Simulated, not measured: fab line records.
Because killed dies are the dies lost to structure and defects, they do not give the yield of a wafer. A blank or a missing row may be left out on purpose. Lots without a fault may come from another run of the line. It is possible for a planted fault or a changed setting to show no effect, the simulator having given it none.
What tool caused it? -- flow n5-finfet -- 32 wafers from 11 lots sampled at 4 of the route's 1938 steps

WHAT THE GAUGES SHOWED, per wafer
N5_SD_EPI_N_EPI_MEAS_23.
lot,measured,on,thk-nm (nm)
L970,day 3 11:42,film-metro-01,57.6 60.7
L971,day 3 14:29,film-metro-01,60.4 60.3 59.9
L972,day 3 22:13,film-metro-01,59.5 60.1 59.1
L973,day 3 23:50,film-metro-02,57.2 59.6 59.4
L978,day 5 04:34,film-metro-02,57.4 59.2 58.5
L980,day 5 16:27,film-metro-01,58.2 59.6 75.4
L987,day 7 12:41,film-metro-02,58.0 58.2 58.7
L990,day 8 05:11,film-metro-02,56.9 58.3 58.1
L991,day 8 10:45,film-metro-01,61.0 60.2 57.3
L992,day 8 16:38,film-metro-02,57.4 57.4 57.0
L993,day 8 22:50,film-metro-01,58.6 57.1 56.7

WHICH TOOL RAN EACH LOT (tool, then ch and the chambers of the sampled wafers, then the start)
lot,N5_SD_EPI_N_DESCUM_14,N5_SD_EPI_N_ETCH_16,N5_SD_EPI_N_EPI_21
L970,"rie-diel-05 ch 1, day 3 08:17","rie-diel-05 ch 1, day 3 08:55","epi-rpcvd-02 ch 0, day 3 09:58"
L971,"rie-diel-02 ch 0,1,2, day 3 11:06","rie-diel-02 ch 0,1,2, day 3 11:43","epi-rpcvd-03 ch 0, day 3 13:37"
L972,"rie-diel-02 ch 0,1,3, day 3 18:48","rie-diel-02 ch 0,1,3, day 3 19:25","epi-rpcvd-02 ch 0, day 3 20:47"
L973,"rie-diel-06 ch 0,1, day 3 20:26","rie-diel-06 ch 0,1, day 3 21:03","epi-rpcvd-03 ch 0, day 3 22:08"
L978,"rie-diel-05 ch 0,1,3, day 5 00:56","rie-diel-05 ch 0,1,3, day 5 01:33","epi-rpcvd-04 ch 0, day 5 03:24"
L980,"rie-diel-05 ch 0,3, day 5 12:19","rie-diel-05 ch 0,3, day 5 12:56","epi-rpcvd-02 ch 0, day 5 14:33"
L987,"rie-diel-02 ch 0,2,3, day 7 09:17","rie-diel-02 ch 0,2,3, day 7 09:55","epi-rpcvd-03 ch 0, day 7 11:14"
L990,"rie-diel-06 ch 0,2, day 8 01:04","rie-diel-06 ch 0,2, day 8 01:41","epi-rpcvd-02 ch 0, day 8 02:55"
L991,"rie-diel-06 ch 0,2, day 8 06:37","rie-diel-06 ch 0,2, day 8 07:13","epi-rpcvd-02 ch 0, day 8 08:50"
L992,"rie-diel-05 ch 0,2,3, day 8 12:30","rie-diel-05 ch 0,2,3, day 8 13:07","epi-rpcvd-02 ch 0, day 8 14:43"
L993,"rie-diel-06 ch 0,1, day 8 18:41","rie-diel-06 ch 0,1, day 8 19:19","epi-rpcvd-02 ch 0, day 8 21:19"
- N5_SD_EPI_N_DESCUM_14: chemistry O2, time 7.9 s.
- N5_SD_EPI_N_ETCH_16: etches SiO2 in CHF3/O2, target depth 5 nm.
- N5_SD_EPI_N_EPI_21: deposits Si:P, time 690 s.

THE ANSWER, worked out from the rows above alone
Rule: what is usual is taken from the lots themselves. The widest of any qualifying gaps counts: lots, ordered by their means at a reading, are off when they make up no more than a third of the lots, leave a main group of 4 or more, and stand apart from it by 3 or more times the standard deviation of that group's means. A main group whose means are all the same, to the digits that the tables above print for the reading, isn't used. A lot without any number at a reading at which 4 lots or more have one is off too. All remaining lots with rows at the step are treated as sound.
Off: L980 (N5_SD_EPI_N_EPI_MEAS_23, thk-nm). For the main group the mean is 58.6 nm and the standard deviation 0.92.
If a tool, at a process step before that reading, ran all the lots that are off and no sound lot after the first of them, it fits. The gauges at N5_SD_EPI_N_EPI_MEAS_23 are tried like those tools. Not one of the candidates tried fits.

WHAT THE SIMULATOR HAD PUT IN
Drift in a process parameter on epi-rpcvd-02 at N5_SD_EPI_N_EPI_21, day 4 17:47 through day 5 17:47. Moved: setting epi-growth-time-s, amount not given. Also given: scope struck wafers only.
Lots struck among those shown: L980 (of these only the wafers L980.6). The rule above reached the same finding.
